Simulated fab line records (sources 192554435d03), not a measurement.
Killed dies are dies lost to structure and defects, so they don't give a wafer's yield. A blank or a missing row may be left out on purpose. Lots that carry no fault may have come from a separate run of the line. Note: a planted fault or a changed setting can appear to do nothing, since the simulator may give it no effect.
Split-lot trial ; flow n5Finfet ; on a route of 1938 steps: 7 lots, 21 wafers read

== SPLIT DETAILS ==
At N5_BEOL_M0_SAQP_SPACER1_ALD_98 (deposits SiO2, target thk 12.8 nm, pulse time 1 s, purge time 2 s), the setting tempC was moved away from the recipe's 300 C on 4 of the 21 wafers read, by -4.4% to -1.9%. For the rest of the wafers, this setting stayed at what the recipe calls for.

== THE PATH FROM SPLIT TO READING: the file shows 1 step between them ==
- N5_BEOL_M0_SAQP_SPACER1_ETCHBACK_99: etches SiO2 in CHF3/O2, target depth 15.4 nm, time 7.7 s

== THE READING ==
BEOL_M0_SAQP.cdNm (the simulator's own value, which no gauge read), in nm, at N5_BEOL_M0_SAQP_MANDREL1_REMOVE_100 (chemistry HBr/Cl2/O2, target a-Si, stops on SiNx, bt time 10 s). The file gives no usual value for it. The 17 wafers here that ran the recipe average 12.7 nm, standard deviation 0.11 nm.

wafer;tool, chamber at the split;tempC as run, C;against the recipe;BEOL_M0_SAQP.cdNm, nm;against lot-mates on the recipe
L074.2;aldSin-03, 3;300;recipe;12.8;-
L074.3;aldSin-03, 2;294.4;-1.9%;13.2;+0.4
L074.6;aldSin-03, 0;294.4;-1.9%;13.2;+0.4
L076.1;aldSin-03, 0,1;300;recipe;12.8;-
L076.2;aldSin-03, 0,1;300;recipe;12.8;-
L076.5;aldSin-03, 2;286.7;-4.4%;13.4;+0.6
L083.2;aldSin-02, 1,3,3;300;recipe;12.6;-
L083.5;aldSin-02, 1,3,3;300;recipe;12.6;-
L083.3;aldSin-02, 1,3,3;300;recipe;12.8;-
L084.1;aldSin-02, 1,2,1;300;recipe;12.6;-
L084.6;aldSin-02, 1,2,1;300;recipe;12.6;-
L084.3;aldSin-02, 1,2,1;300;recipe;12.8;-
L092.1;aldSin-02, 0,3,1;300;recipe;12.8;-
L092.4;aldSin-02, 0,3,1;300;recipe;12.8;-
L092.6;aldSin-02, 0,3,1;300;recipe;12.8;-
L094.1;aldSin-03, 1;288.5;-3.8%;13.4;+0.5
L094.3;aldSin-03, 2;300;recipe;13;-
L094.5;aldSin-03, 1;300;recipe;12.8;-
L095.1;aldSin-04, 1,2,0;300;recipe;12.8;-
L095.2;aldSin-04, 1,2,0;300;recipe;12.6;-
L095.4;aldSin-04, 1,2,0;300;recipe;12.6;-
Rows listing several chambers each stand for several wafers; the file does not say which wafer went through which chamber.

FIT RESULTS
A straight line over all 21 wafers: BEOL_M0_SAQP.cdNm changes by -0.171 nm for each +1% of tempC; r = -0.89; the points scatter about the line by 0.12 nm.
The same after taking each lot's own level away (the mean of its wafers on the recipe; 21 wafers): -0.145 nm for each +1%; r = -0.92; scatter 0.085 nm.
According to that fit, moving tempC by its largest amount changes the reading by 0.64 nm.
The lots' own levels span 12.67 to 12.90 nm, that is 2.0 times the standard deviation above.
So the lot-to-lot level changes the slope: the two fits differ.
Check: for one of the wafers moved furthest among these (-4.4%), held out of the fit, the line's prediction against its lot-mates is +0.694 nm. Against them it came out at +0.6 nm.

== FURTHER SPLITS ON THESE WAFERS ==
Before the reading, these wafers also passed through other splits. Each is held against what the fit with the lots' levels taken away leaves over:
other split on the same wafers;wafers away from the commonest value;r with BEOL_M0_SAQP.cdNm (lot level and that fit taken away)
N5_GATE_CUT_ETCH_56 icpW;8;+0.01
N5_GATE_CUT_ALD_22 aldCycles;7;+0.18
N5_MOL_CONTACT_COAG_COAT_58 spinRpm;6;+0.03
N5_MOL_CONTACT_COAG_COAT_78 spinRpm;8;-0.04

== THE WHOLE CHAIN: every reading that the file lists as answering this split, in the file's order ==
step;what it does;reading;change (the file's fit);r (the file's)
N5_BEOL_M0_SAQP_SPACER1_ALD_98;deposits SiO2, target thk 12.8 nm, pulse time 1 s, purge time 2 s;SiO2_of_BEOL_M0_SAQP_SPACER1_ALD_98.thkNm (the simulator's own value, which no gauge read);-0.136 nm for each +1% of the setting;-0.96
N5_BEOL_M0_SAQP_MANDREL1_REMOVE_100;chemistry HBr/Cl2/O2, target a-Si, stops on SiNx, bt time 10 s;BEOL_M0_SAQP.cdNm (the simulator's own value, which no gauge read);-0.141 nm for each +1% of the setting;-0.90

== FILE'S OWN FIT ==
BEOL_M0_SAQP.cdNm changes by -0.141 nm for each +1% of tempC, r = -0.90.
